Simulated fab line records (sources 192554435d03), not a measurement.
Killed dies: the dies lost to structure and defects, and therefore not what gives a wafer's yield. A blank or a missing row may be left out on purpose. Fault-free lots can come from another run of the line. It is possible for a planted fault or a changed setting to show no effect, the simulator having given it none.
fab line records ; flow n5Finfet ; part 2 of 2: steps 24 to 32 of 32
[record] lots = 5; wafers = 15; lastDay = 17
route steps=1938 shown WELL_APT@37 PMOS_HMC_CHANNEL_EPI@57
lots with no fault: from the same line, run without faults
startH: the number of hours between the record's first day and the start of the first shown wafer of the lot ; waitH: hours elapsed since this lot's preceding step ; " the same as in the row above ; L1.1+2: a single row standing in for several wafers ; - no value present, or no start provided ; * or withheld: withheld ; < > ~ a bound
route shown NAME@n: names a module that has steps shown in the file, with the first one's number in the route ; usual: mean/standard deviation of fault-free wafers ; same: alike in all rows ; chamber/n: place in a boat ; sites: readings site by site ; _std_site: the standard deviation of these ; _edge_site: mean of outer sites minus mean of inner sites ; radiusMm: how far each site lies from the wafer's centre ; mask NAME#n: copy n ; behind: tool/chamber where the wafer was last shaped ; hold: what put the lot on hold/how long, in hours/how the hold closed ; device: the transistor (n, p or np) that didn't switch ; end of line: the route-end tests of the same wafers ; a step given without rows: its recipe and nothing more ; killed: the dies lost at the first sort to structure and to defects; this is not the yield of the wafer ; map: a wafer's dies, marking killed ones x, the rest . and places with no die _
set.NAME: the run value of the setting; set.NAME@STEP: its run value at that earlier step ; model.NAME: the simulator's own value behind a step, which no gauge read
lots seen at some steps along the route; tables by step, rows by wafer
services: from which hour (startH, from the record's first day; less than 0 if before it) a tool's chamber was out of use, for how many hours, and why
[[steps]]
[step N5_PMOS_HMC_CHANNEL_EPI_EBR_05]
[recipe] solvent = PGMEA; ebrWidthMm = 1.5
[usual] exhaustPa = 45.0/0.97
lot.wafer;tool;chamber;startH;waitH;exhaustPa
L079.2;lithoTrack-02;0;-;-;46.2
L079.3;lithoTrack-02;0;-;-;45.7
L079.6;lithoTrack-02;0;-;-;46.0
L089.2;lithoTrack-05;0;-;-;43.9
L089.4;lithoTrack-05;0;-;-;44.4
L089.6;lithoTrack-05;0;-;-;45.1
L090.1;lithoTrack-05;0;-;-;45.1
L090.2;lithoTrack-05;0;-;-;46.9
L090.3;lithoTrack-05;0;-;-;46.6
L092.4;lithoTrack-02;0;-;-;44.7
L092.5;lithoTrack-02;0;-;-;45.1
L092.6;lithoTrack-02;0;-;-;45.6
L094.2;lithoTrack-02;0;-;-;44.8
L094.3;lithoTrack-02;0;-;-;45.5
L094.6;lithoTrack-02;0;-;-;45.5
[step N5_PMOS_HMC_CHANNEL_EPI_SOFTBAKE_04]
[recipe] tempC = 110; timeS = 60; resist = CAR-ArF-block
[usual] exhaustPa = 44.8/0.92
lot.wafer;tool;chamber;startH;waitH;exhaustPa
L079.2;lithoTrack-02;0;-;-;45.6
L079.3;lithoTrack-02;0;-;-;44.6
L079.6;lithoTrack-02;0;-;-;46.5
L089.2;lithoTrack-05;0;-;-;44.2
L089.4;lithoTrack-05;0;-;-;44.1
L089.6;lithoTrack-05;0;-;-;43.8
L090.1;lithoTrack-05;0;-;-;45.9
L090.2;lithoTrack-05;0;-;-;45.7
L090.3;lithoTrack-05;0;-;-;45.4
L092.4;lithoTrack-02;0;-;-;43.6
L092.5;lithoTrack-02;0;-;-;44.9
L092.6;lithoTrack-02;0;-;-;45.6
L094.2;lithoTrack-02;0;-;-;43.5
L094.3;lithoTrack-02;0;-;-;44.6
L094.6;lithoTrack-02;0;-;-;43.4
[step N5_PMOS_HMC_CHANNEL_EPI_EXPOSE_06]
[recipe] maskId = PMOS_HMC_BLK; na = 1.35; sourceShape = conventional; sigmaOuter = 0.8; polarization = unpolarized; targetCdNm = 240; doseMj = 41
lot.wafer;tool;chamber;startH;waitH;mask
L079.2+3+6;arfiScanner-03;0;47.30;-;PMOS_HMC_BLK#0
L089.2+4+6;arfiScanner-01;0;106.98;-;PMOS_HMC_BLK#0
L090.1+2+3;arfiScanner-01;0;113.08;-;PMOS_HMC_BLK#0
L092.4+5+6;arfiScanner-03;0;126.33;-;PMOS_HMC_BLK#0
L094.2+3+6;arfiScanner-02;0;137.37;-;PMOS_HMC_BLK#0
[step N5_PMOS_HMC_CHANNEL_EPI_PEB_07]
[recipe] pebTempC = 110; pebTimeS = 60; resist = CAR-ArF-block
[usual] exhaustPa = 45.0/0.97
lot.wafer;tool;chamber;startH;waitH;exhaustPa
L079.2;lithoTrack-02;0;47.35;0.0;46.0
L079.3;lithoTrack-02;0;47.35;0.0;45.9
L079.6;lithoTrack-02;0;47.35;0.0;46.0
L089.2;lithoTrack-05;0;107.04;0.0;45.6
L089.4;lithoTrack-05;0;107.04;0.0;42.5
L089.6;lithoTrack-05;0;107.04;0.0;44.7
L090.1;lithoTrack-05;0;113.14;0.1;45.3
L090.2;lithoTrack-05;0;113.14;0.1;46.9
L090.3;lithoTrack-05;0;113.14;0.1;46.4
L092.4;lithoTrack-02;0;126.37;0.0;45.5
L092.5;lithoTrack-02;0;126.37;0.0;43.3
L092.6;lithoTrack-02;0;126.37;0.0;45.4
L094.2;lithoTrack-03;0;137.43;0.0;46.5
L094.3;lithoTrack-03;0;137.43;0.0;45.3
L094.6;lithoTrack-03;0;137.43;0.0;45.1
[step N5_PMOS_HMC_CHANNEL_EPI_DEVELOP_08]
[recipe] developTimeS = 30; developer = TMAH; resist = CAR-ArF-block; devTempC = 23; rinseLiquid = diw; dry = airSpin
[usual] exhaustPa = 45.0/0.95
lot.wafer;tool;chamber;startH;waitH;exhaustPa
L079.2;lithoTrack-02;0;-;-;45.1
L079.3;lithoTrack-02;0;-;-;44.1
L079.6;lithoTrack-02;0;-;-;45.0
L089.2;lithoTrack-05;0;-;-;43.8
L089.4;lithoTrack-05;0;-;-;44.0
L089.6;lithoTrack-05;0;-;-;43.5
L090.1;lithoTrack-05;0;-;-;44.9
L090.2;lithoTrack-05;0;-;-;44.5
L090.3;lithoTrack-05;0;-;-;45.3
L092.4;lithoTrack-02;0;-;-;43.9
L092.5;lithoTrack-02;0;-;-;43.5
L092.6;lithoTrack-02;0;-;-;44.7
L094.2;lithoTrack-03;0;-;-;44.2
L094.3;lithoTrack-03;0;-;-;45.8
L094.6;lithoTrack-03;0;-;-;44.6
[step N5_PMOS_HMC_CHANNEL_EPI_CD_MEAS_09]
[recipe] targetCdNm = 237.4; landingEnergyEv = 500; detector = seInlens
[usual] cdNm = 237.7/1.3
lot.wafer;tool;chamber;startH;waitH;cdNm
L079.2;cdSem-03;0;47.42;-;237.8
L079.3;cdSem-03;0;47.42;-;239.3
L079.6;cdSem-03;0;47.42;-;237.4
L089.2;cdSem-03;0;107.10;-;237.3
L089.4;cdSem-03;0;107.10;-;237.3
L089.6;cdSem-03;0;107.10;-;238.1
L090.1;cdSem-02;0;113.21;-;238.6
L090.2;cdSem-02;0;113.21;-;239.6
L090.3;cdSem-02;0;113.21;-;239.3
L092.4;cdSem-03;0;126.44;-;235.6
L092.5;cdSem-03;0;126.44;-;237.0
L092.6;cdSem-03;0;126.44;-;237.9
L094.2;cdSem-02;0;137.49;-;237.0
L094.3;cdSem-02;0;137.49;-;235.8
L094.6;cdSem-02;0;137.49;-;236.2
[step N5_PMOS_HMC_CHANNEL_EPI_OVL_MEAS_10]
[recipe] pointsPerWafer = 44
[usual] PMOS_HMC_BLK_OVL = 0.5/0.74
lot.wafer;tool;chamber;startH;waitH;PMOS_HMC_BLK_OVL[nm]
L079.2;overlay-02;0;47.45;0.0;-0.2
L079.3;overlay-02;0;47.45;0.0;0.4
L079.6;overlay-02;0;47.45;0.0;-0.1
L089.2;overlay-02;0;107.13;0.0;0.6
L089.4;overlay-02;0;107.13;0.0;0.1
L089.6;overlay-02;0;107.13;0.0;0.3
L090.1;overlay-02;0;113.24;0.0;2.0
L090.2;overlay-02;0;113.24;0.0;1.3
L090.3;overlay-02;0;113.24;0.0;1.7
L092.4;overlay-01;0;126.47;0.0;0.2
L092.5;overlay-01;0;126.47;0.0;-0.7
L092.6;overlay-01;0;126.47;0.0;-0.2
L094.2;overlay-01;0;137.52;0.0;0.5
L094.3;overlay-01;0;137.52;0.0;0.5
L094.6;overlay-01;0;137.52;0.0;0.7
[step N5_PMOS_HMC_CHANNEL_EPI_INSPECT_11]
[recipe] mode = adi; inspectInstrument = macro
[usual] rawDefectCount = 2.2/1.4
lot.wafer;tool;chamber;startH;waitH;rawDefectCount
L079.2;defectInspect-02;-;47.47;0.0;1
L079.3;defectInspect-02;-;47.47;0.0;3
L079.6;defectInspect-02;-;47.47;0.0;2
L089.2;defectInspect-02;-;107.16;0.0;4
L089.4;defectInspect-02;-;107.16;0.0;3
L089.6;defectInspect-02;-;107.16;0.0;5
L090.1;defectInspect-01;-;113.26;0.0;3
L090.2;defectInspect-01;-;113.26;0.0;2
L090.3;defectInspect-01;-;113.26;0.0;2
L092.4;defectInspect-02;-;126.49;0.0;1
L092.5;defectInspect-02;-;126.49;0.0;2
L092.6;defectInspect-02;-;126.49;0.0;2
L094.2;defectInspect-02;-;137.55;0.0;1
L094.3;defectInspect-02;-;137.55;0.0;1
L094.6;defectInspect-02;-;137.55;0.0;3
[step N5_PMOS_HMC_CHANNEL_EPI_DESCUM_14]
[recipe] chemistry = O2; timeS = 7.9; sourcePowerW = 50; biasPowerW = 20; pressureMtorr = 20; rfFrequencyHz = 2.712e+07; tempC = 40; resist = CAR-ArF-block; o2FlowSccm = 225
[usual] chamberPressureMTorr = 20.001/0.017; drypumpMotorCurrentA = 5.9/0.47; oesProductAu = 0.79/0.089; rfVppV = 243.0/1.1; showerheadPlenumPTorr = 2.07/0.054; throttleValvePct = 20.30/0.28
lot.wafer;tool;chamber;startH;waitH;chamberPressureMTorr;drypumpMotorCurrentA;oesProductAu;rfHoursCounterH;rfVppV;showerheadPlenumPTorr;throttleValvePct
L079.2;rieDiel-01;1;47.51;0.0;19.991;5.7;0.68;190;242.0;1.98;20.42
L079.3;rieDiel-01;3;47.51;0.0;20.009;6.3;0.79;84;242.9;2.00;20.06
L079.6;rieDiel-01;0;47.51;0.0;19.998;6.0;0.77;-;243.7;2.12;20.63
L089.2;rieDiel-01;2;107.19;0.0;19.999;5.6;0.93;15;241.8;2.05;20.24
L089.4;rieDiel-01;0;107.19;0.0;19.999;6.0;0.75;132;243.2;2.12;20.66
L089.6;rieDiel-01;0;107.19;0.0;20.010;6.0;0.76;-;243.4;2.12;20.64
L090.1;rieDiel-05;1;113.29;0.0;19.976;5.5;0.86;33;243.2;2.11;19.97
L090.2;rieDiel-05;0;113.29;0.0;20.005;6.4;0.80;81;242.0;2.03;20.52
L090.3;rieDiel-05;3;113.29;0.0;19.997;5.5;1.04;0;244.6;2.13;20.29
L092.4;rieDiel-01;1;126.54;0.0;20.016;5.7;0.68;-;241.2;1.98;20.45
L092.5;rieDiel-01;3;126.54;0.0;20.014;6.3;0.77;-;241.5;1.99;20.11
L092.6;rieDiel-01;0;126.54;0.0;19.981;6.0;0.75;-;242.5;2.11;20.67
L094.2;rieDiel-01;1;137.67;0.1;20.028;5.7;0.67;219;241.9;1.97;20.47
L094.3;rieDiel-01;2;137.67;0.1;20.023;5.6;0.90;23;242.9;2.05;20.26
L094.6;rieDiel-01;1;137.67;0.1;19.999;5.7;0.67;-;242.9;1.97;20.47
[[services]]
tool;chamber;startH;hours;kind
krfScanner-01;-;22.21;3.0;repair
krfScanner-01;-;25.82;0.3;repair
arfiScanner-01;-;25.96;1.0;pm
pecvd-02;-;27.67;5.5;pm
krfScanner-02;-;31.42;1.0;pm
epiRpcvd-01;-;32.92;14.6;pm
implanter-01;-;38.35;4.7;repair
pecvd-04;1;41.33;19.6;repair
pecvd-04;2;41.59;5.6;repair
krfScanner-02;-;44.98;0.7;repair
implanter-02;-;51.37;2.4;repair
epiRpcvd-03;-;51.55;2.8;pm
rieDiel-06;0;57.42;4.3;repair
pecvd-02;2;58.41;3.5;repair
wetBench-04;-;62.99;1.9;pm
implanter-01;-;64.18;2.8;repair
implanter-02;-;65.46;1.8;repair
krfScanner-01;-;67.97;0.2;repair
krfScanner-01;-;82.23;0.5;repair
implanter-02;-;85.21;2.7;repair
krfScanner-01;-;90.37;0.8;pm
krfScanner-01;-;104.36;1.0;pm
rieDiel-01;2;125.19;5.3;repair
krfScanner-01;-;136.21;1.3;pm
